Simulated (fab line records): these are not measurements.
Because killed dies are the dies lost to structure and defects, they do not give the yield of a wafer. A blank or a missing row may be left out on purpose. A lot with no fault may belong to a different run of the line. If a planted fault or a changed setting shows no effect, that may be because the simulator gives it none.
Check for tools in common + flow nand-harc + 13 lots, 39 wafers sampled

REASON FOR OPENING
At NHARC_P_GATE_CD_MEAS_91 the reading cd-nm is flagged on 1 of 13 lots. Fault-free wafers read 2000.5 nm, with a standard deviation of 2.8.
Rule: a lot is flagged in two cases, either no wafer of it has a number, or all its wafers with numbers fall more than 4 standard deviations from that mean. The other lots count as sound.

| lot  | measured     | on        | cd-nm (nm), wafer by wafer | flag    |
|------|--------------|-----------|----------------------------|---------|
| L668 | day 5 20:48  | cd-sem-03 | 1999.2 1996.5 2001.8       |         |
| L669 | day 6 05:14  | cd-sem-01 | 2001.7 1998.7 1999.2       |         |
| L670 | day 6 09:59  | cd-sem-02 | 2001.3 1999.2 1996.0       |         |
| L671 | day 7 04:07  | cd-sem-02 | 1889.9 1897.5 1893.4       | FLAGGED |
| L682 | day 11 14:04 | cd-sem-03 | 2004.0 2002.1 2000.6       |         |
| L683 | day 11 18:16 | cd-sem-02 | 1996.6 2001.8 1999.9       |         |
| L684 | day 12 09:57 | cd-sem-02 | 2002.1 1996.8 2003.9       |         |
| L685 | day 12 14:48 | cd-sem-02 | 2000.4 2002.1 2001.8       |         |
| L686 | day 13 07:10 | cd-sem-01 | 2002.1 2003.0 2000.3       |         |
| L688 | day 14 04:14 | cd-sem-03 | 1999.7 2002.2 1999.6       |         |
| L689 | day 14 08:53 | cd-sem-01 | 1999.6 2000.6 2002.8       |         |
| L690 | day 14 21:41 | cd-sem-01 | 1995.3 2003.5 2001.4       |         |
| L691 | day 15 13:17 | cd-sem-02 | 1996.8 1998.9 2002.4       |         |
The mean of the flagged lots' numbers is 1893.6 nm, -106.9 nm from the usual (-38 standard deviations).

WHICH TOOL EACH LOT WENT THROUGH
The record keeps 1 process step preceding the reading, out of 1302 steps on the route. Every cell lists first the tool, next ch and the chambers used by the sampled wafers, and last the start.
| lot  | flag    | NHARC_P_GATE_EXPOSE_88            |
|------|---------|-----------------------------------|
| L668 |         | krf-scanner-02 ch 0, day 5 20:38  |
| L669 |         | krf-scanner-03 ch 0, day 6 05:05  |
| L670 |         | krf-scanner-03 ch 0, day 6 09:50  |
| L671 | FLAGGED | krf-scanner-02 ch 0, day 7 03:58  |
| L682 |         | krf-scanner-02 ch 0, day 11 13:55 |
| L683 |         | krf-scanner-02 ch 0, day 11 18:07 |
| L684 |         | krf-scanner-04 ch 0, day 12 09:47 |
| L685 |         | krf-scanner-02 ch 0, day 12 14:39 |
| L686 |         | krf-scanner-02 ch 0, day 13 07:01 |
| L688 |         | krf-scanner-02 ch 0, day 14 04:05 |
| L689 |         | krf-scanner-03 ch 0, day 14 08:44 |
| L690 |         | krf-scanner-03 ch 0, day 14 21:32 |
| L691 |         | krf-scanner-02 ch 0, day 15 13:08 |
What is done by these steps:
- NHARC_P_GATE_EXPOSE_88: exposes mask P HVN, target cd 2000 nm.
- NHARC_P_GATE_CD_MEAS_91: target cd 2000 nm.

FLAGGED AGAINST TOTAL, ONE TOOL AT A TIME (gauges that did the reading follow at the end)
| step                    | tool           | lots run | flagged | share of the flagged lots | sound lots run after its first flagged lot |
|-------------------------|----------------|----------|---------|---------------------------|--------------------------------------------|
| NHARC_P_GATE_EXPOSE_88  | krf-scanner-02 | 8        | 1       | all                       | 6 (L682,L683,L685,L686,L688,L691)          |
| NHARC_P_GATE_EXPOSE_88  | krf-scanner-03 | 4        | 0       | none                      | -                                          |
| NHARC_P_GATE_EXPOSE_88  | krf-scanner-04 | 1        | 0       | none                      | -                                          |
| NHARC_P_GATE_CD_MEAS_91 | cd-sem-01      | 4        | 0       | none                      | -                                          |
| NHARC_P_GATE_CD_MEAS_91 | cd-sem-02      | 6        | 1       | all                       | 4 (L683,L684,L685,L691)                    |
| NHARC_P_GATE_CD_MEAS_91 | cd-sem-03      | 3        | 0       | none                      | -                                          |

THE TABLE: WHAT IT ALLOWS
krf-scanner-02 at NHARC_P_GATE_EXPOSE_88 and cd-sem-02 at NHARC_P_GATE_CD_MEAS_91 are the 2 rows of the table that ran each flagged lot.
- krf-scanner-02 at NHARC_P_GATE_EXPOSE_88 ran 8 lots, 1 of them flagged. Sound lots followed the first flagged one (L682, L683, L685, L686, L688, L691) on it, something a lasting fault affecting the whole tool could not allow.
- cd-sem-02 at NHARC_P_GATE_CD_MEAS_91 ran 6 lots, 1 of them flagged. Sound lots followed the first flagged one (L683, L684, L685, L691) on it, something a lasting fault affecting the whole tool could not allow.
Not one row of the table ran every flagged lot while running no sound lot after the first.

WHAT HAD BEEN PUT IN BY THE SIMULATOR
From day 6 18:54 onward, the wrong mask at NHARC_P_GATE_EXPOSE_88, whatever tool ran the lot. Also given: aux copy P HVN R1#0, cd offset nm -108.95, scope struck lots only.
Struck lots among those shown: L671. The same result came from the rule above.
